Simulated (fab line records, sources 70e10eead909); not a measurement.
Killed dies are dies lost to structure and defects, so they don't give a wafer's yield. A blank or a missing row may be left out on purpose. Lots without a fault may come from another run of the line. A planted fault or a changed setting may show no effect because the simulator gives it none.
Chamber matching | flow nand_harc | NHARC_A_BLC_ETCH_16 on rie_diel-09: 4 sister chambers
The step etches the open film in CF4, target depth 39 nm, time 65 s. 8 wafers are shown with their chamber, then 7 later ones without.

WAFERS WITH THEIR CHAMBER
wafer  | chamber | drypump_motor_current_A (A) | run_length_s (s)
L962.3 | 2       | 5.83                        | 86.3
L967.3 | 1       | 5.69                        | 86.7
L967.4 | 1       | 5.72                        | 86.4
L964.2 | 2       | 5.81                        | 87.0
L964.4 | 0       | 5.37                        | 86.4
L964.5 | 3       | 5.55                        | 85.2
L968.2 | 0       | 5.38                        | 86.5
L968.3 | 3       | 5.54                        | 85.2

WAFERS WITHOUT THEIR CHAMBER
wafer  | drypump_motor_current_A (A) | run_length_s (s)
L968.6 | 5.80                        | 86.4
L973.1 | 5.80                        | 86.3
L973.2 | 5.56                        | 85.6
L973.3 | 5.69                        | 87.0
L977.3 | 5.70                        | 86.3
L977.6 | 5.72                        | 86.4
L979.3 | 5.80                        | 86.4

WHICH CHAMBER EACH WENT THROUGH
wafer  | from the rows above | in truth
L968.6 | 2                   | 2
L973.1 | 2                   | 2
L973.2 | 3                   | 3
L973.3 | 1                   | 1
L977.3 | 1                   | 1
L977.6 | 1                   | 1
L979.3 | 2                   | 2
Placed correctly: 7 of 7. Can't be placed from these rows: 0. Placed wrongly: 0.
How it was worked out, from the rows above alone: a wafer's distance from a chamber is the root of the sum, over the readings, of the square of ((its reading less the chamber's mean) divided by the reading's scatter). The wafer belongs to the nearest chamber; if the next one is less than 2 further off, it can't be placed. A chamber's mean is the mean of its shown wafers. The scatter: the root of (the sum of the squares of (reading less its chamber's mean) over the shown wafers, divided by (wafers less chambers)).
